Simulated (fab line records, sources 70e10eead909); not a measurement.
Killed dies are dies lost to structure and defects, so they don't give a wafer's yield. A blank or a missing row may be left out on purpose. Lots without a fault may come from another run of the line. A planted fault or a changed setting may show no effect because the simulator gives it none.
Chamber matching | flow nand_harc | NHARC_A_STAIRCASE_STRIP_476 on rie_diel-04: 4 sister chambers
The step strips in O2, time 20 s. 8 wafers are shown with their chamber, then 10 later ones without.

WAFERS WITH THEIR CHAMBER
wafer  | chamber | showerhead_plenum_p_Torr (Torr) | rf_vpp_V (V)
L084.5 | 3       | 3.32                            | 58.4
L091.2 | 1       | 3.62                            | 58.1
L091.3 | 3       | 3.31                            | 57.1
L091.6 | 0       | 3.54                            | 56.2
L095.2 | 1       | 3.61                            | 58.1
L095.5 | 2       | 3.80                            | 58.6
L094.1 | 2       | 3.80                            | 58.2
L094.2 | 0       | 3.53                            | 57.8

WAFERS WITHOUT THEIR CHAMBER
wafer  | showerhead_plenum_p_Torr (Torr) | rf_vpp_V (V)
L094.5 | 3.61                            | 59.0
L096.1 | 3.30                            | 58.5
L096.3 | 3.53                            | 57.1
L096.4 | 3.80                            | 57.7
L097.1 | 3.30                            | 57.8
L097.3 | 3.60                            | 59.5
L097.4 | 3.53                            | 57.8
L097.2 | 3.80                            | 57.8
L097.5 | 3.30                            | 57.3
L097.6 | 3.53                            | 57.6

WHICH CHAMBER EACH WENT THROUGH
wafer  | from the rows above | in truth
L094.5 | 1                   | 1
L096.1 | 3                   | 3
L096.3 | 0                   | 0
L096.4 | 2                   | 2
L097.1 | 3                   | 3
L097.3 | 1                   | 1
L097.4 | 0                   | 0
L097.2 | 2                   | 2
L097.5 | 3                   | 3
L097.6 | 0                   | 0
Placed correctly: 10 of 10. Can't be placed from these rows: 0. Placed wrongly: 0.
How it was worked out, from the rows above alone: a wafer's distance from a chamber is the root of the sum, over the readings, of the square of ((its reading less the chamber's mean) divided by the reading's scatter). The wafer belongs to the nearest chamber; if the next one is less than 2 further off, it can't be placed. A chamber's mean is the mean of its shown wafers. The scatter: the root of (the sum of the squares of (reading less its chamber's mean) over the shown wafers, divided by (wafers less chambers)).
